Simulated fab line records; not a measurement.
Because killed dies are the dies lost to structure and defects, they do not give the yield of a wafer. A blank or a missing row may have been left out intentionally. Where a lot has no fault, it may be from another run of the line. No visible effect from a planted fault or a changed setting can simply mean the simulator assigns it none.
Chamber matching :: flow nand-harc :: NHARC_A_BONDPAD_CMP_29 on cmp-04 has 4 sister chambers
The step polishes SiCN, target thk 200 nm. 8 wafers are shown with their chamber, then 10 later ones without.

== WAFERS PAIRED WITH THEIR CHAMBERS ==
wafer: L782.1
chamber: 1
motor-current-A (A): 13.4

wafer: L782.3
chamber: 0
motor-current-A (A): 10.5

wafer: L782.6
chamber: 3
motor-current-A (A): 9.7

wafer: L783.1
chamber: 2
motor-current-A (A): 13.5

wafer: L783.4
chamber: 3
motor-current-A (A): 9.5

wafer: L783.6
chamber: 0
motor-current-A (A): 10.8

wafer: L784.1
chamber: 2
motor-current-A (A): 13.6

wafer: L784.2
chamber: 1
motor-current-A (A): 12.7

== WAFERS WITHOUT THEIR CHAMBER ==
wafer: L784.4
motor-current-A (A): 9.0

wafer: L785.1
motor-current-A (A): 9.8

wafer: L785.3
motor-current-A (A): 13.1

wafer: L785.5
motor-current-A (A): 10.4

wafer: L786.2
motor-current-A (A): 13.1

wafer: L786.5
motor-current-A (A): 14.4

wafer: L786.6
motor-current-A (A): 12.3

wafer: L787.1
motor-current-A (A): 10.6

wafer: L787.4
motor-current-A (A): 13.6

wafer: L787.5
motor-current-A (A): 11.3

== CHAMBER TAKEN BY EACH ==
wafer: L784.4
from the rows above: 3
in truth: 3

wafer: L785.1
from the rows above: 3
in truth: 3

wafer: L785.3
from the rows above: can't be placed: 1 or 2
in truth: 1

wafer: L785.5
from the rows above: can't be placed: 0 or 3
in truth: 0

wafer: L786.2
from the rows above: can't be placed: 1 or 2
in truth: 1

wafer: L786.5
from the rows above: can't be placed: 2 or 1
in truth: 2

wafer: L786.6
from the rows above: can't be placed: 1 or 2
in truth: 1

wafer: L787.1
from the rows above: 0
in truth: 0

wafer: L787.4
from the rows above: can't be placed: 2 or 1
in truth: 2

wafer: L787.5
from the rows above: 0
in truth: 0
Correct placement for 4 of the 10. These rows do not allow placing 6 (true chamber among the candidates in 6). Number placed wrongly: 0.
How it was worked out, from the rows above alone: a wafer's distance from a chamber is the root of the sum, over the readings, of the square of ((its reading less the chamber's mean) divided by the reading's scatter). If the next closest chamber is less than 2 further off than the closest, the wafer can't be placed; otherwise it belongs to the closest. Each chamber's mean is taken over the wafers shown for it. The scatter is the square root of a quotient: the sum, over the shown wafers, of each reading's squared deviation from its chamber's mean, divided by wafers minus chambers.
